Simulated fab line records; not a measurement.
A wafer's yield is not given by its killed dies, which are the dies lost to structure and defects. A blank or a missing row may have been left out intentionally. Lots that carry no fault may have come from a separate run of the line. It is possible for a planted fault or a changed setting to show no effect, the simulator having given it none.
Matching of chambers | flow nand harc | 3 sister chambers for NHARC_P_M2_DEP_33 on pecvd-04
The step deposits SiCN, target thk 30 nm. 3 wafers are shown with their chamber, then 11 later ones without.

## WAFERS WITH THEIR CHAMBER
wafer  | chamber | heater power w (W)
L086.1 | 1       | 591
L086.5 | 0       | 603
L087.2 | 2       | 538

## WAFERS WITH NO CHAMBER GIVEN
wafer  | heater power w (W)
L087.5 | 607
L087.6 | 548
L091.1 | 593
L091.2 | 726
L091.3 | 509
L096.1 | 701
L096.4 | 698
L096.6 | 554
L097.3 | 545
L097.4 | 547
L097.6 | 587

## WHICH CHAMBER EACH ONE RAN IN
wafer  | from the rows above          | in truth
L087.5 | can't be placed: 0 or 1 or 2 | 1
L087.6 | can't be placed: 2 or 1 or 0 | 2
L091.1 | can't be placed: 1 or 0 or 2 | 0
L091.2 | can't be placed: 0 or 1 or 2 | 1
L091.3 | can't be placed: 2 or 1 or 0 | 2
L096.1 | can't be placed: 0 or 1 or 2 | 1
L096.4 | can't be placed: 0 or 1 or 2 | 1
L096.6 | can't be placed: 2 or 1 or 0 | 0
L097.3 | can't be placed: 2 or 1 or 0 | 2
L097.4 | can't be placed: 2 or 1 or 0 | 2
L097.6 | can't be placed: 1 or 0 or 2 | 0
Placed correctly: 0 of 11. Can't be placed from these rows: 11 (the true chamber is among the candidates in 11). Wrongly placed: 0.
How it was worked out, from the rows above alone: a wafer's distance from a chamber is the root of the sum, over the readings, of the square of ((its reading less the chamber's mean) divided by the reading's scatter). If the next closest chamber is less than 2 further off than the closest, the wafer can't be placed; otherwise it belongs to the closest. A chamber's mean is the mean of its shown wafers. The scatter: with one shown wafer a chamber, the root of the mean of the squares of how far each hidden wafer lies from its nearest shown one.
